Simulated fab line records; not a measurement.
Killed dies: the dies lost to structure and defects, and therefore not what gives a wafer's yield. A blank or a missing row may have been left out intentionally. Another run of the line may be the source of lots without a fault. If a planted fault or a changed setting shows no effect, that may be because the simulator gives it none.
What tool caused it? :: flow n5Finfet :: 72 wafers from 24 lots sampled at 4 of the route's 1938 steps

WHAT THE GAUGES SHOWED, per wafer
N5_HKMG_FIN_INSPECT_28: inspects for defects (darkfield).
lot: L074
measured: day 4 08:46
on: defectInspect-02
rawDefectCount: 27 58 36

lot: L075
measured: day 4 16:44
on: defectInspect-02
rawDefectCount: 62 34 34

lot: L076
measured: day 4 19:15
on: defectInspect-01
rawDefectCount: 43 57 40

lot: L077
measured: day 5 05:13
on: defectInspect-01
rawDefectCount: 48 33 31

lot: L079
measured: day 5 13:44
on: defectInspect-01
rawDefectCount: 33 107 73

lot: L078
measured: day 5 16:25
on: defectInspect-01
rawDefectCount: 56 45 53

lot: L080
measured: day 5 22:47
on: defectInspect-02
rawDefectCount: 31 40 30

lot: L081
measured: day 6 06:43
on: defectInspect-02
rawDefectCount: 56 51 35

lot: L082
measured: day 6 15:32
on: defectInspect-01
rawDefectCount: 41 51 38

lot: L083
measured: day 6 16:56
on: defectInspect-02
rawDefectCount: 41 53 76

lot: L084
measured: day 6 22:47
on: defectInspect-01
rawDefectCount: 26 36 30

lot: L085
measured: day 7 05:30
on: defectInspect-01
rawDefectCount: 43 21 38

lot: L086
measured: day 7 14:01
on: defectInspect-02
rawDefectCount: 40 31 33

lot: L087
measured: day 7 16:32
on: defectInspect-02
rawDefectCount: 56 51 37

lot: L088
measured: day 8 01:24
on: defectInspect-01
rawDefectCount: 12 51 34

lot: L089
measured: day 8 05:48
on: defectInspect-01
rawDefectCount: 29 14 39

lot: L090
measured: day 8 14:16
on: defectInspect-01
rawDefectCount: 48 78 25

lot: L091
measured: day 8 16:56
on: defectInspect-02
rawDefectCount: 31 28 89

lot: L092
measured: day 8 21:07
on: defectInspect-02
rawDefectCount: 46 26 32

lot: L093
measured: day 9 06:56
on: defectInspect-02
rawDefectCount: 45 51 82

lot: L094
measured: day 9 09:01
on: defectInspect-02
rawDefectCount: 52 38 56

lot: L095
measured: day 9 18:20
on: defectInspect-02
rawDefectCount: 37 25 16

lot: L096
measured: day 9 21:55
on: defectInspect-01
rawDefectCount: 69 50 89

lot: L097
measured: day 10 04:18
on: defectInspect-02
rawDefectCount: 44 33 32

N5_GATE_CUT_OVL_MEAS_14.
lot: L074
measured: day 4 12:26
on: overlay-01
GATE_CUT_OVL (nm): 0.3 -0.5 -0.1

lot: L075
measured: day 4 21:32
on: overlay-02
GATE_CUT_OVL (nm): 0.8 -0.2 0.2

lot: L076
measured: day 4 23:26
on: overlay-02
GATE_CUT_OVL (nm): -0.7 0.0 -0.1

lot: L077
measured: day 5 09:01
on: overlay-01
GATE_CUT_OVL (nm): -0.5 -0.3 -1.1

lot: L079
measured: day 5 17:28
on: overlay-01
GATE_CUT_OVL (nm): 0.8 1.1 0.1

lot: L078
measured: day 5 20:01
on: overlay-02
GATE_CUT_OVL (nm): -0.9 0.0 0.8

lot: L080
measured: day 6 02:24
on: overlay-02
GATE_CUT_OVL (nm): 1.3 0.8 0.5

lot: L081
measured: day 6 10:19
on: overlay-01
GATE_CUT_OVL (nm): 1.0 0.0 0.1

lot: L082
measured: day 6 19:29
on: overlay-01
GATE_CUT_OVL (nm): 0.1 0.7 -0.5

lot: L083
measured: day 6 20:40
on: overlay-01
GATE_CUT_OVL (nm): 0.7 0.0 -0.7

lot: L084
measured: day 7 02:43
on: overlay-01
GATE_CUT_OVL (nm): 0.8 1.0 0.9

lot: L085
measured: day 7 09:17
on: overlay-02
GATE_CUT_OVL (nm): 0.8 0.0 -1.0

lot: L086
measured: day 7 17:53
on: overlay-01
GATE_CUT_OVL (nm): 0.5 0.9 0.1

lot: L087
measured: day 7 20:22
on: overlay-01
GATE_CUT_OVL (nm): 1.1 0.3 0.7

lot: L088
measured: day 8 05:08
on: overlay-01
GATE_CUT_OVL (nm): 0.7 0.7 0.4

lot: L089
measured: day 8 09:43
on: overlay-02
GATE_CUT_OVL (nm): -0.8 0.3 0.1

lot: L090
measured: day 8 18:04
on: overlay-02
GATE_CUT_OVL (nm): 0.4 0.6 -0.4

lot: L091
measured: day 8 21:02
on: overlay-01
GATE_CUT_OVL (nm): 1.3 0.2 -0.1

lot: L092
measured: day 9 01:31
on: overlay-01
GATE_CUT_OVL (nm): 0.3 0.3 -0.8

lot: L093
measured: day 9 10:45
on: overlay-02
GATE_CUT_OVL (nm): -0.2 -0.4 0.0

lot: L094
measured: day 9 12:57
on: overlay-01
GATE_CUT_OVL (nm): -0.2 -0.5 -1.1

lot: L095
measured: day 9 21:56
on: overlay-01
GATE_CUT_OVL (nm): -0.2 0.3 -0.3

lot: L096
measured: day 10 01:41
on: overlay-01
GATE_CUT_OVL (nm): 0.9 0.4 0.0

lot: L097
measured: day 10 08:17
on: overlay-02
GATE_CUT_OVL (nm): 0.2 -0.7 -1.3

WHAT TOOL EACH LOT RAN ON (gives the tool, then ch and the chambers of the sampled wafers, and finally the start)
lot: L074
N5_HKMG_FIN_ETCH_67: rieDiel-06 ch 0,2,3, day 4 06:44
N5_GATE_CUT_ETCH_56: rieMetal-03 ch 0,1, day 4 08:57

lot: L075
N5_HKMG_FIN_ETCH_67: rieDiel-03 ch 1,3, day 4 14:43
N5_GATE_CUT_ETCH_56: rieMetal-01 ch 0,1, day 4 16:53

lot: L076
N5_HKMG_FIN_ETCH_67: rieDiel-05 ch 0,1,3, day 4 17:08
N5_GATE_CUT_ETCH_56: rieMetal-01 ch 0,1, day 4 19:25

lot: L077
N5_HKMG_FIN_ETCH_67: rieDiel-05 ch 1,2,3, day 5 03:14
N5_GATE_CUT_ETCH_56: rieMetal-01 ch 0,1, day 5 05:22

lot: L079
N5_HKMG_FIN_ETCH_67: rieDiel-03 ch 1,2,3, day 5 11:42
N5_GATE_CUT_ETCH_56: rieMetal-02 ch 1, day 5 13:53

lot: L078
N5_HKMG_FIN_ETCH_67: rieDiel-05 ch 0,1,3, day 5 13:47
N5_GATE_CUT_ETCH_56: rieMetal-01 ch 0,1, day 5 16:34

lot: L080
N5_HKMG_FIN_ETCH_67: rieDiel-05 ch 0,1, day 5 20:43
N5_GATE_CUT_ETCH_56: rieMetal-02 ch 0,1, day 5 22:57

lot: L081
N5_HKMG_FIN_ETCH_67: rieDiel-03 ch 0,2,3, day 6 04:26
N5_GATE_CUT_ETCH_56: rieMetal-02 ch 0,1, day 6 06:52

lot: L082
N5_HKMG_FIN_ETCH_67: rieDiel-05 ch 0,3, day 6 13:30
N5_GATE_CUT_ETCH_56: rieMetal-03 ch 0, day 6 15:49

lot: L083
N5_HKMG_FIN_ETCH_67: rieDiel-06 ch 1,2, day 6 14:55
N5_GATE_CUT_ETCH_56: rieMetal-01 ch 0,1, day 6 17:05

lot: L084
N5_HKMG_FIN_ETCH_67: rieDiel-03 ch 1,2,3, day 6 20:32
N5_GATE_CUT_ETCH_56: rieMetal-03 ch 0,1, day 6 22:56

lot: L085
N5_HKMG_FIN_ETCH_67: rieDiel-06 ch 1,2, day 7 03:29
N5_GATE_CUT_ETCH_56: rieMetal-02 ch 0,1, day 7 05:41

lot: L086
N5_HKMG_FIN_ETCH_67: rieDiel-06 ch 0,1,2, day 7 12:01
N5_GATE_CUT_ETCH_56: rieMetal-02 ch 0,1, day 7 14:11

lot: L087
N5_HKMG_FIN_ETCH_67: rieDiel-06 ch 1,2,3, day 7 14:33
N5_GATE_CUT_ETCH_56: rieMetal-01 ch 0,1, day 7 16:41

lot: L088
N5_HKMG_FIN_ETCH_67: rieDiel-06 ch 0,1,3, day 7 23:25
N5_GATE_CUT_ETCH_56: rieMetal-01 ch 0,1, day 8 01:33

lot: L089
N5_HKMG_FIN_ETCH_67: rieDiel-03 ch 0,2,3, day 8 03:48
N5_GATE_CUT_ETCH_56: rieMetal-03 ch 0,1, day 8 05:57

lot: L090
N5_HKMG_FIN_ETCH_67: rieDiel-06 ch 2,3, day 8 12:16
N5_GATE_CUT_ETCH_56: rieMetal-03 ch 0,1, day 8 14:25

lot: L091
N5_HKMG_FIN_ETCH_67: rieDiel-06 ch 0,1, day 8 14:57
N5_GATE_CUT_ETCH_56: rieMetal-02 ch 0,1, day 8 17:05

lot: L092
N5_HKMG_FIN_ETCH_67: rieDiel-03 ch 0,1,3, day 8 19:07
N5_GATE_CUT_ETCH_56: rieMetal-03 ch 0,1, day 8 21:16

lot: L093
N5_HKMG_FIN_ETCH_67: rieDiel-05 ch 1,2, day 9 04:57
N5_GATE_CUT_ETCH_56: rieMetal-02 ch 0,1, day 9 07:08

lot: L094
N5_HKMG_FIN_ETCH_67: rieDiel-03 ch 1,2, day 9 07:02
N5_GATE_CUT_ETCH_56: rieMetal-01 ch 0,1, day 9 09:10

lot: L095
N5_HKMG_FIN_ETCH_67: rieDiel-06 ch 0,1,2, day 9 16:20
N5_GATE_CUT_ETCH_56: rieMetal-02 ch 1, day 9 18:29

lot: L096
N5_HKMG_FIN_ETCH_67: rieDiel-05 ch 0,2,3, day 9 19:56
N5_GATE_CUT_ETCH_56: rieMetal-02 ch 0,1, day 9 22:04

lot: L097
N5_HKMG_FIN_ETCH_67: rieDiel-03 ch 0,1,3, day 10 02:19
N5_GATE_CUT_ETCH_56: rieMetal-03 ch 0,1, day 10 04:28
- N5_HKMG_FIN_ETCH_67: etches SOC in N2/H2, stops on TiN, target depth 388.9 nm.
- N5_GATE_CUT_ETCH_56: etches TiN in Cl2/Ar, target depth 21.6 nm.

WHAT THE TOOLS THEMSELVES READ (means of the sampled wafers that have a number; where no wafer has one, the mark that the record gives instead)
N5_HKMG_FIN_ETCH_67.
lot: L074
tool: rieDiel-06
drypumpMotorCurrentA (A): 6.2
oesProductAu (a.u.): 0.75
rfVppV (V): 239.9
showerheadPlenumPTorr (Torr): 2.50
throttleValvePct (%): 17.86

lot: L075
tool: rieDiel-03
drypumpMotorCurrentA (A): 6.0
oesProductAu (a.u.): 0.73
rfVppV (V): 242.8
showerheadPlenumPTorr (Torr): 2.64
throttleValvePct (%): 18.24

lot: L076
tool: rieDiel-05
drypumpMotorCurrentA (A): 5.7
oesProductAu (a.u.): 0.70
rfVppV (V): 238.6
showerheadPlenumPTorr (Torr): 2.41
throttleValvePct (%): 17.86

lot: L077
tool: rieDiel-05
drypumpMotorCurrentA (A): 5.7
oesProductAu (a.u.): 0.69
rfVppV (V): 238.2
showerheadPlenumPTorr (Torr): 2.41
throttleValvePct (%): 17.73

lot: L079
tool: rieDiel-03
drypumpMotorCurrentA (A): 6.1
oesProductAu (a.u.): 0.74
rfVppV (V): 241.1
showerheadPlenumPTorr (Torr): 2.55
throttleValvePct (%): 18.12

lot: L078
tool: rieDiel-05
drypumpMotorCurrentA (A): 5.7
oesProductAu (a.u.): 0.69
rfVppV (V): 240.1
showerheadPlenumPTorr (Torr): 2.41
throttleValvePct (%): 17.88

lot: L080
tool: rieDiel-05
drypumpMotorCurrentA (A): 5.5
oesProductAu (a.u.): 0.71
rfVppV (V): 239.0
showerheadPlenumPTorr (Torr): 2.41
throttleValvePct (%): 18.06

lot: L081
tool: rieDiel-03
drypumpMotorCurrentA (A): 6.0
oesProductAu (a.u.): 0.75
rfVppV (V): 240.8
showerheadPlenumPTorr (Torr): 2.52
throttleValvePct (%): 17.89

lot: L082
tool: rieDiel-05
drypumpMotorCurrentA (A): 5.6
oesProductAu (a.u.): 0.70
rfVppV (V): 239.3
showerheadPlenumPTorr (Torr): 2.40
throttleValvePct (%): 17.99

lot: L083
tool: rieDiel-06
drypumpMotorCurrentA (A): 5.7
oesProductAu (a.u.): 0.84
rfVppV (V): 242.3
showerheadPlenumPTorr (Torr): 2.64
throttleValvePct (%): 17.82

lot: L084
tool: rieDiel-03
drypumpMotorCurrentA (A): 6.0
oesProductAu (a.u.): 0.73
rfVppV (V): 240.8
showerheadPlenumPTorr (Torr): 2.55
throttleValvePct (%): 18.14

lot: L085
tool: rieDiel-06
drypumpMotorCurrentA (A): 6.0
oesProductAu (a.u.): 0.75
rfVppV (V): 241.2
showerheadPlenumPTorr (Torr): 2.58
throttleValvePct (%): 17.93

lot: L086
tool: rieDiel-06
drypumpMotorCurrentA (A): 5.8
oesProductAu (a.u.): 0.80
rfVppV (V): 240.9
showerheadPlenumPTorr (Torr): 2.56
throttleValvePct (%): 17.80

lot: L087
tool: rieDiel-06
drypumpMotorCurrentA (A): 6.1
oesProductAu (a.u.): 0.84
rfVppV (V): 241.2
showerheadPlenumPTorr (Torr): 2.57
throttleValvePct (%): 17.80

lot: L088
tool: rieDiel-06
drypumpMotorCurrentA (A): 5.9
oesProductAu (a.u.): 0.88
rfVppV (V): 240.5
showerheadPlenumPTorr (Torr): 2.56
throttleValvePct (%): 17.68

lot: L089
tool: rieDiel-03
drypumpMotorCurrentA (A): 5.9
oesProductAu (a.u.): 0.74
rfVppV (V): 240.1
showerheadPlenumPTorr (Torr): 2.51
throttleValvePct (%): 17.93

lot: L090
tool: rieDiel-06
drypumpMotorCurrentA (A): 6.3
oesProductAu (a.u.): 0.95
rfVppV (V): 239.7
showerheadPlenumPTorr (Torr): 2.50
throttleValvePct (%): 17.63

lot: L091
tool: rieDiel-06
drypumpMotorCurrentA (A): 5.6
oesProductAu (a.u.): 0.82
rfVppV (V): 240.6
showerheadPlenumPTorr (Torr): 2.53
throttleValvePct (%): 17.71

lot: L092
tool: rieDiel-03
drypumpMotorCurrentA (A): 5.8
oesProductAu (a.u.): 0.79
rfVppV (V): 241.9
showerheadPlenumPTorr (Torr): 2.60
throttleValvePct (%): 17.94

lot: L093
tool: rieDiel-05
drypumpMotorCurrentA (A): 5.8
oesProductAu (a.u.): 0.77
rfVppV (V): 241.1
showerheadPlenumPTorr (Torr): 2.51
throttleValvePct (%): 17.53

lot: L094
tool: rieDiel-03
drypumpMotorCurrentA (A): 6.1
oesProductAu (a.u.): 0.79
rfVppV (V): 239.4
showerheadPlenumPTorr (Torr): 2.42
throttleValvePct (%): 18.07

lot: L095
tool: rieDiel-06
drypumpMotorCurrentA (A): 5.8
oesProductAu (a.u.): 0.86
rfVppV (V): 240.7
showerheadPlenumPTorr (Torr): 2.55
throttleValvePct (%): 17.71

lot: L096
tool: rieDiel-05
drypumpMotorCurrentA (A): 5.5
oesProductAu (a.u.): 0.86
rfVppV (V): 241.8
showerheadPlenumPTorr (Torr): 2.61
throttleValvePct (%): 17.76

lot: L097
tool: rieDiel-03
drypumpMotorCurrentA (A): 5.9
oesProductAu (a.u.): 0.78
rfVppV (V): 241.4
showerheadPlenumPTorr (Torr): 2.59
throttleValvePct (%): 17.95

N5_GATE_CUT_ETCH_56.
lot: L074
tool: rieMetal-03
drypumpMotorCurrentA (A): 5.95
oes_ar_750_au (a.u.): 0.68
oesProductAu (a.u.): 0.67
throttleValvePct (%): 20.92

lot: L075
tool: rieMetal-01
drypumpMotorCurrentA (A): 5.90
oes_ar_750_au (a.u.): 0.77
oesProductAu (a.u.): 0.76
throttleValvePct (%): 20.92

lot: L076
tool: rieMetal-01
drypumpMotorCurrentA (A): 5.68
oes_ar_750_au (a.u.): 0.74
oesProductAu (a.u.): 0.74
throttleValvePct (%): 20.80

lot: L077
tool: rieMetal-01
drypumpMotorCurrentA (A): 5.65
oes_ar_750_au (a.u.): 0.75
oesProductAu (a.u.): 0.74
throttleValvePct (%): 20.81

lot: L079
tool: rieMetal-02
drypumpMotorCurrentA (A): 6.13
oes_ar_750_au (a.u.): 0.74
oesProductAu (a.u.): 0.75
throttleValvePct (%): 20.65

lot: L078
tool: rieMetal-01
drypumpMotorCurrentA (A): 5.67
oes_ar_750_au (a.u.): 0.74
oesProductAu (a.u.): 0.74
throttleValvePct (%): 20.81

lot: L080
tool: rieMetal-02
drypumpMotorCurrentA (A): 5.84
oes_ar_750_au (a.u.): 0.85
oesProductAu (a.u.): 0.86
throttleValvePct (%): 20.80

lot: L081
tool: rieMetal-02
drypumpMotorCurrentA (A): 5.97
oes_ar_750_au (a.u.): 0.79
oesProductAu (a.u.): 0.80
throttleValvePct (%): 20.72

lot: L082
tool: rieMetal-03
drypumpMotorCurrentA (A): 5.79
oes_ar_750_au (a.u.): 0.86
oesProductAu (a.u.): 0.87
throttleValvePct (%): 20.34

lot: L083
tool: rieMetal-01
drypumpMotorCurrentA (A): 5.65
oes_ar_750_au (a.u.): 0.74
oesProductAu (a.u.): 0.74
throttleValvePct (%): 20.81

lot: L084
tool: rieMetal-03
drypumpMotorCurrentA (A): 5.89
oes_ar_750_au (a.u.): 0.89
oesProductAu (a.u.): 0.90
throttleValvePct (%): 20.52

lot: L085
tool: rieMetal-02
drypumpMotorCurrentA (A): 5.87
oes_ar_750_au (a.u.): 0.84
oesProductAu (a.u.): 0.86
throttleValvePct (%): 20.79

lot: L086
tool: rieMetal-02
drypumpMotorCurrentA (A): 5.84
oes_ar_750_au (a.u.): 0.84
oesProductAu (a.u.): 0.85
throttleValvePct (%): 20.81

lot: L087
tool: rieMetal-01
drypumpMotorCurrentA (A): 5.68
oes_ar_750_au (a.u.): 0.73
oesProductAu (a.u.): 0.73
throttleValvePct (%): 20.81

lot: L088
tool: rieMetal-01
drypumpMotorCurrentA (A): 5.92
oes_ar_750_au (a.u.): 0.75
oesProductAu (a.u.): 0.75
throttleValvePct (%): 20.93

lot: L089
tool: rieMetal-03
drypumpMotorCurrentA (A): 5.87
oes_ar_750_au (a.u.): 0.87
oesProductAu (a.u.): 0.89
throttleValvePct (%): 20.51

lot: L090
tool: rieMetal-03
drypumpMotorCurrentA (A): 5.97
oes_ar_750_au (a.u.): 0.90
oesProductAu (a.u.): 0.90
throttleValvePct (%): 20.69

lot: L091
tool: rieMetal-02
drypumpMotorCurrentA (A): 5.82
oes_ar_750_au (a.u.): 0.82
oesProductAu (a.u.): 0.82
throttleValvePct (%): 20.82

lot: L092
tool: rieMetal-03
drypumpMotorCurrentA (A): 5.93
oes_ar_750_au (a.u.): 0.89
oesProductAu (a.u.): 0.91
throttleValvePct (%): 20.70

lot: L093
tool: rieMetal-02
drypumpMotorCurrentA (A): 5.98
oes_ar_750_au (a.u.): 0.76
oesProductAu (a.u.): 0.77
throttleValvePct (%): 20.75

lot: L094
tool: rieMetal-01
drypumpMotorCurrentA (A): 5.88
oes_ar_750_au (a.u.): 0.74
oesProductAu (a.u.): 0.74
throttleValvePct (%): 20.94

lot: L095
tool: rieMetal-02
drypumpMotorCurrentA (A): 6.11
oes_ar_750_au (a.u.): 0.72
oesProductAu (a.u.): 0.72
throttleValvePct (%): 20.67

lot: L096
tool: rieMetal-02
drypumpMotorCurrentA (A): 5.99
oes_ar_750_au (a.u.): 0.76
oesProductAu (a.u.): 0.78
throttleValvePct (%): 20.74

lot: L097
tool: rieMetal-03
drypumpMotorCurrentA (A): 5.97
oes_ar_750_au (a.u.): 0.88
oesProductAu (a.u.): 0.89
throttleValvePct (%): 20.70

THE ANSWER, worked out from the rows above alone
Rule: the lots themselves supply what counts as usual. The widest of any qualifying gaps counts: lots, ordered by their means at a reading, are off when they make up no more than a third of the lots, leave a main group of 4 or more, and stand apart from it by 3 or more times the standard deviation of that group's means. The tables above print the reading to a certain number of digits; a main group whose means all agree to those digits is not used. A lot without any number at a reading at which 4 lots or more have one is off too. Any other lot the step has rows for is counted as sound. After the gauges, taken in route order, come the tools' own readings; for these a lot's mean is taken, as printed above. At the first step where some lot is off, the reading lying furthest off is the one used; lots without a number count as furthest.
No lot is off at any reading shown: from this, nothing can be told.

WHAT HAD BEEN PUT IN BY THE SIMULATOR
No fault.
